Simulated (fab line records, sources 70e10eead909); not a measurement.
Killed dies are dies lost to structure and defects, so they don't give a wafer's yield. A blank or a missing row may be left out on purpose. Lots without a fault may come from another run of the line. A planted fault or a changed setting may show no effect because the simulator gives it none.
Which tool did it? | flow nand_harc | 11 lots, 33 wafers sampled, at 1 step of a route of 1159

WHAT THE GAUGES READ, wafer by wafer
NHARC_P_M2_OVL_MEAS_10: pitch 340 nm.
lot  | measured     | on         | overlay_x_nm (nm)
L178 | day 6 05:08  | overlay-01 | -0.9 -0.4 -0.4
L181 | day 7 06:14  | overlay-02 | 0.8 1.0 0.8
L182 | day 7 06:50  | overlay-01 | 0.5 0.5 1.3
L186 | day 8 01:02  | overlay-01 | 0.1 -0.1 -0.3
L185 | day 8 08:40  | overlay-01 | 0.5 0.8 0.9
L187 | day 8 14:01  | overlay-01 | -0.4 -0.5 -0.1
L192 | day 9 22:51  | overlay-01 | -0.1 -0.2 -0.1
L195 | day 10 14:26 | overlay-01 | 0.9 1.4 1.3
L198 | day 10 22:13 | overlay-01 | -0.5 0.1 0.0
L197 | day 11 07:37 | overlay-02 | 0.0 0.2 0.1
L201 | day 11 23:43 | overlay-02 | 0.7 0.8 0.5

WHICH TOOL RAN EACH LOT (tool, then ch and the chambers of the sampled wafers, then the start)
The record holds no process step before these readings.

THE ANSWER, worked out from the rows above alone
Rule: what is usual is taken from the lots themselves. Put in order of their means at a reading, lots are off if they are a third of the lots or fewer, leave a main group of 4 or more, and stand apart from it by a gap of 3 or more times the standard deviation of the main group's means; of several such gaps the widest counts. A main group whose means are all the same, to the digits that the tables above print for the reading, isn't used. A lot without any number at a reading at which 4 lots or more have one is off too. The other lots that the step has rows for count as sound.
No lot is off at any reading shown: from this, nothing can be told.

WHAT THE SIMULATOR HAD PUT IN
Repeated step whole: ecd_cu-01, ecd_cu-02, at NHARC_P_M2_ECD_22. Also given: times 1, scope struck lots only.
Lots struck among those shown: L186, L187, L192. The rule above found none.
